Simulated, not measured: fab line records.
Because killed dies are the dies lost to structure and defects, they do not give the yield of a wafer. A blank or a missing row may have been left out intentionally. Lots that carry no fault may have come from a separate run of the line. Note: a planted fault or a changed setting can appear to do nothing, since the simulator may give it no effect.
Split-lot study | flow n5-finfet | route with 1938 steps; 7 lots, 39 wafers read

## THE SPLIT ITSELF
At N5_MOL_CONTACT_COAG_ETCHBACK_135 (etches SiO2 in CHF3, target depth 25 nm, time 16.7 s), the setting time-s was moved away from the recipe's 16.7 s on 15 of the 39 wafers read, by +26.4% to +53.2%. The other wafers ran this setting at the recipe's value.

## BETWEEN THE SPLIT AND THE READING: the file shows 1 step in between
- N5_MOL_CONTACT_COAG_STRIP_118: strips in CHF3

## THE READING
SOC_of_MOL_CONTACT_COAG_COAT_75.thk-nm (the simulator's own value, which no gauge read), in nm, at N5_MOL_CONTACT_COAG_VIA_ETCH_46 (etches SiO2 in C4F6/O2, target depth 46 nm, overetch 9.2 nm, time 40 s). No usual value for it is given in the file. Average 50.9 nm, standard deviation 0.23 nm, over the 24 wafers here run with the recipe.

wafer  | tool, chamber at the split | time-s as run, s | against the recipe | SOC_of_MOL_CONTACT_COAG_COAT_75.thk-nm, nm | against lot-mates on the recipe
L076.1 | rie-diel-02, 1,3,0,2,3,0   | 16.7             | recipe             | 51.2                                       | -
L076.2 | rie-diel-02, 1,3,0,2,3,0   | 16.7             | recipe             | 51.2                                       | -
L076.3 | rie-diel-02, 1,3,0,2,3,0   | 16.7             | recipe             | 51.2                                       | -
L076.6 | rie-diel-02, 1,3,0,2,3,0   | 16.7             | recipe             | 51.2                                       | -
L076.4 | rie-diel-02, 1,3,0,2,3,0   | 16.7             | recipe             | 51                                         | -
L076.5 | rie-diel-02, 1,3,0,2,3,0   | 16.7             | recipe             | 51                                         | -
L084.1 | rie-diel-05, 0,3           | 24.9             | +49.1%             | 49.6                                       | -1.2
L084.2 | rie-diel-05, 3             | 24.9             | +49.1%             | 49.6                                       | -1.2
L084.6 | rie-diel-05, 0,3           | 24.9             | +49.1%             | 49.6                                       | -1.2
L084.3 | rie-diel-05, 1             | 16.7             | recipe             | 50.8                                       | -
L084.4 | rie-diel-05, 0,1           | 16.7             | recipe             | 50.8                                       | -
L084.5 | rie-diel-05, 0,1           | 16.7             | recipe             | 50.8                                       | -
L083.1 | rie-diel-06, 2,1,2         | 22.77            | +36.3%             | 49.8                                       | -0.9
L083.6 | rie-diel-06, 2,1,2         | 22.77            | +36.3%             | 49.8                                       | -0.9
L083.2 | rie-diel-06, 0             | 16.7             | recipe             | 50.6                                       | -
L083.3 | rie-diel-06, 2,1,2         | 22.77            | +36.3%             | 50                                         | -0.7
L083.4 | rie-diel-06, 1             | 16.7             | recipe             | 50.8                                       | -
L083.5 | rie-diel-06, 0             | 16.7             | recipe             | 50.8                                       | -
L089.1 | rie-diel-06, 1             | 16.7             | recipe             | 51.2                                       | -
L089.2 | rie-diel-06, 3             | 16.7             | recipe             | 51                                         | -
L089.6 | rie-diel-06, 3             | 16.7             | recipe             | 51                                         | -
L092.1 | rie-diel-06, 2             | 25.59            | +53.2%             | 49                                         | -1.5
L092.2 | rie-diel-06, 3             | 25.59            | +53.2%             | 49.2                                       | -1.3
L092.5 | rie-diel-06, 1             | 25.59            | +53.2%             | 49.2                                       | -1.3
L092.3 | rie-diel-06, 1,0           | 16.7             | recipe             | 50.6                                       | -
L092.6 | rie-diel-06, 2             | 16.7             | recipe             | 50.6                                       | -
L092.4 | rie-diel-06, 1,0           | 16.7             | recipe             | 50.4                                       | -
L093.1 | rie-diel-05, 3             | 16.7             | recipe             | 51                                         | -
L093.5 | rie-diel-05, 3             | 16.7             | recipe             | 51                                         | -
L093.2 | rie-diel-05, 0             | 16.7             | recipe             | 50.8                                       | -
L093.3 | rie-diel-05, 2             | 24.27            | +45.3%             | 49.8                                       | -1.1
L093.6 | rie-diel-05, 2             | 24.27            | +45.3%             | 49.8                                       | -1.1
L093.4 | rie-diel-05, 1             | 24.27            | +45.3%             | 49.6                                       | -1.3
L094.1 | rie-diel-05, 3             | 21.11            | +26.4%             | 50.2                                       | -0.5
L094.2 | rie-diel-05, 2,1           | 21.11            | +26.4%             | 50                                         | -0.7
L094.4 | rie-diel-05, 2,1           | 21.11            | +26.4%             | 50                                         | -0.7
L094.3 | rie-diel-05, 0,2           | 16.7             | recipe             | 50.6                                       | -
L094.6 | rie-diel-05, 0,2           | 16.7             | recipe             | 50.6                                       | -
L094.5 | rie-diel-05, 3             | 16.7             | recipe             | 50.8                                       | -
Where a row lists several chambers, the file gives one row for several wafers and doesn't say which wafer went through which chamber.

THE FIT
A straight line over all 39 wafers: SOC_of_MOL_CONTACT_COAG_COAT_75.thk-nm changes by -0.0285 nm for each +1% of time-s; r = -0.95; the points scatter about the line by 0.21 nm.
The same after taking each lot's own level away (the mean of its wafers on the recipe; 39 wafers): -0.0254 nm for each +1%; r = -0.99; scatter 0.095 nm.
According to that fit, moving time-s by its largest amount changes the reading by 1.4 nm.
From 50.53 to 51.13 nm: that is the span of the lots' own levels, equal to 2.6 times the standard deviation above.
Thus the slope moves with the lot-to-lot level: the two fits are different.
Check: for one of the wafers moved furthest among these (+53.2%), held out of the fit, the line's prediction against its lot-mates is -1.32 nm. It came out at -1.53 nm against them.

## OTHER SPLITS APPLIED TO THESE WAFERS
Before the reading, these wafers also passed through other splits. Each is held against what the fit with the lots' levels taken away leaves over:
other split on the same wafers     | wafers away from the commonest value | r with SOC_of_MOL_CONTACT_COAG_COAT_75.thk-nm (lot level and that fit taken away)
N5_ZERO_LAYER_PECVD_02 time-s      | 12                                   | +0.16
N5_FIN_SAQP_PECVD_06 time-s        | 15                                   | +0.20
N5_SD_EPI_N_ETCH_45 target-depth-a | 12                                   | -0.27
N5_HKMG_FIN_DESCUM_53 time-s       | 18                                   | +0.16

## THE WHOLE CHAIN: every reading that the file lists as answering this split, in the file's order
step                             | what it does                                                           | reading                                                                                 | change (the file's fit)                | r (the file's)
N5_MOL_CONTACT_COAG_ETCHBACK_135 | etches SiO2 in CHF3, target depth 25 nm, time 16.7 s                   | SOC_of_MOL_CONTACT_COAG_COAT_75.thk-nm (the simulator's own value, which no gauge read) | -0.0261 nm for each +1% of the setting | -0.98
N5_MOL_CONTACT_COAG_VIA_ETCH_46  | etches SiO2 in C4F6/O2, target depth 46 nm, overetch 9.2 nm, time 40 s | SOC_of_MOL_CONTACT_COAG_COAT_75.thk-nm (the simulator's own value, which no gauge read) | -0.0252 nm for each +1% of the setting | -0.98

## THE FILE'S OWN FIT
SOC_of_MOL_CONTACT_COAG_COAT_75.thk-nm changes by -0.0252 nm for each +1% of time-s, r = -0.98.
